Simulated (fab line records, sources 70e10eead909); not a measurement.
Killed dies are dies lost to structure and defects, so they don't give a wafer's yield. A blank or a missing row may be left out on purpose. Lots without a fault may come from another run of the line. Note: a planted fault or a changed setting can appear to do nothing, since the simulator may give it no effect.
Struck lot and sound lot, side by side	flow nand-harc	16 steps out of a route of 1159
Sound: these wafers, L797.3, L797.5, L797.6. The struck wafers were L814.1, L814.2, L814.5. Last of all comes the cause.
Per side, at each step with rows, come the tool, then ch with its chambers, and then its first start. Under that, the readings that differ: sound wafers	struck wafers	difference of the means	sigmas: that difference in standard deviations of wafers without a fault.
alike: a reading whose means differ by less than 2 such deviations, as well as words and numbers matching on both sides. not compared: withheld readings; readings where some wafer has no value; bounds like >300 that might hide an equal value; numbers whose values overlap and for which the record gives no deviation.
Wherever a step has rows on one side only, a row that says differs or no value, or a row with sigmas, the two part there. When numbers do not overlap yet have no deviation, they are printed without sigmas and do not part them. A reading that every wafer of one side lacks parts them only if that side has two wafers or more.

first, 1 step without rows for these wafers: NHARC_P_ZERO_WELL_HARDBAKE_25 (time 80 s).
NHARC_P_ZERO_WELL_DESCUM_26: chemistry O2, time 3 s.
  sound on rie-diel-10 ch 0,3, day 3 02:47; struck on rie-diel-11 ch 1,2, day 7 08:38
  alike: chamber-pressure-mTorr, drypump-motor-current-A, oes-product-au, rf-vpp-V, showerhead-plenum-p-Torr, throttle-valve-pct
  not compared: rf-hours-counter-h
then, 10 steps without rows for these wafers: NHARC_P_ZERO_WELL_IMPLANT_27; NHARC_P_ZERO_WELL_IMPLANT_57; NHARC_P_ZERO_WELL_IMPLANT_58; NHARC_P_ZERO_WELL_STRIP_28 (strips in SPM, time 840 s); NHARC_P_ZERO_WELL_DEHYDRATE_29 (time 120 s); NHARC_P_ZERO_WELL_HMDS_30 (time 30 s); NHARC_P_ZERO_WELL_COAT_31; NHARC_P_ZERO_WELL_SOFTBAKE_32 (time 95 s); NHARC_P_ZERO_WELL_EBR_33; NHARC_P_ZERO_WELL_EXPOSE_34 (exposes mask P PWELL, target cd 720 nm).
NHARC_P_ZERO_WELL_PEB_35: peb time 85 s.
  sound on litho-track-03 ch 0, day 3 04:10; struck on litho-track-03 ch 0, day 7 10:01
reading	sound	struck	difference	sigmas
heater-power-total-W (W)	164.30 164.44 164.47	178.60 178.91 178.84	+14.38	+58
plate-temp-C (C)	117.86 117.77 117.95	125.93 125.69 125.57	+7.87	+66
then, 1 step without rows for these wafers: NHARC_P_ZERO_WELL_DEVELOP_36 (time 70 s).
NHARC_P_ZERO_WELL_CD_MEAS_37: the cd target is 720 nm.
  sound on cd-sem-03 ch 0, day 3 04:16; struck on cd-sem-01 ch 0, day 7 10:07
  alike: cd-nm
then, 1 step without rows for these wafers: NHARC_P_ZERO_WELL_HARDBAKE_38 (time 80 s).

== WHERE THEY PART ==
Only at NHARC_P_ZERO_WELL_PEB_35, within this record. Later steps at which nothing parts them and some readings are alike: NHARC_P_ZERO_WELL_CD_MEAS_37.

WHY: the cause the simulator had injected
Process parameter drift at NHARC_P_ZERO_WELL_PEB_35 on litho-track-03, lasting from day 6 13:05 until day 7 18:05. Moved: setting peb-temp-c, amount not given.
